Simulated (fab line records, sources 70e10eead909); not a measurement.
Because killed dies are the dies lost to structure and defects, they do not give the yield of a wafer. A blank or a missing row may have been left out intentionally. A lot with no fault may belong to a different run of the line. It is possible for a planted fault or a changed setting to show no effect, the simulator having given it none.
What tool caused it? -- flow nandHarc -- 6 lots, 18 wafers sampled, at 4 steps of a route of 1302

== WHAT EACH GAUGE READ, for each wafer ==
NHARC_END_SORT_01.
lot,measured,on,killedAtPeriphery
L424,day 28 08:09,prober-01,635 2 4
L428,day 30 14:57,prober-02,2 1 4
L431,day 31 02:09,prober-02,8 2 1
L434,day 33 05:17,prober-02,5 4 4

== EACH LOT AND THE TOOL THAT RAN IT (in order: tool; ch and the chambers of the sampled wafers; start) ==
lot,NHARC_P_BONDPAD_PVD_27,NHARC_A_BONDPAD_DESCUM_11,NHARC_A_BONDPAD_STRIP_15
L415,"pvdSputter-03, day 7 10:10","rieDiel-09 ch 0,2,3, day 23 21:08","rieDiel-09 ch 2,3, day 23 21:31"
L424,"pvdSputter-03, day 10 16:35","rieDiel-09 ch 1,2, day 27 00:44","rieDiel-04 ch 1,3, day 27 01:09"
L428,"pvdSputter-02, day 12 22:01","rieDiel-04 ch 0,2,3, day 29 10:25","rieDiel-04 ch 0,2,3, day 29 10:52"
L431,"pvdSputter-02, day 13 22:05","rieDiel-04 ch 1,2,3, day 29 20:44","rieDiel-04 ch 0,1,2, day 29 21:07"
L434,"pvdSputter-02, day 15 00:22","rieDiel-02 ch 0,3, day 31 18:44","rieDiel-04 ch 1,2, day 31 19:07"
L436,"pvdSputter-02, day 16 03:04","rieDiel-09 ch 0,1,2, day 32 22:28","rieDiel-09 ch 2,3, day 32 22:53"
- NHARC_P_BONDPAD_PVD_27: deposits Cu, target thk 30 nm, time 20.49 s.
- NHARC_A_BONDPAD_DESCUM_11: chemistry O2, time 3 s.
- NHARC_A_BONDPAD_STRIP_15: strips in O2.

== THE ANSWER, worked out from the rows above alone ==
Rule: the usual values come from the lots themselves. Put in order of their means at a reading, lots are off if they are a third of the lots or fewer, leave a main group of 4 or more, and stand apart from it by a gap of 3 or more times the standard deviation of the main group's means; of several such gaps the widest counts. The tables above print the reading to a certain number of digits; a main group whose means all agree to those digits is not used. A lot without any number at a reading at which 4 lots or more have one is off too. Any other lot the step has rows for is counted as sound.
None of the lots is off at any reading shown; this tells nothing.

== WHAT THE SIMULATOR HAD PUT IN ==
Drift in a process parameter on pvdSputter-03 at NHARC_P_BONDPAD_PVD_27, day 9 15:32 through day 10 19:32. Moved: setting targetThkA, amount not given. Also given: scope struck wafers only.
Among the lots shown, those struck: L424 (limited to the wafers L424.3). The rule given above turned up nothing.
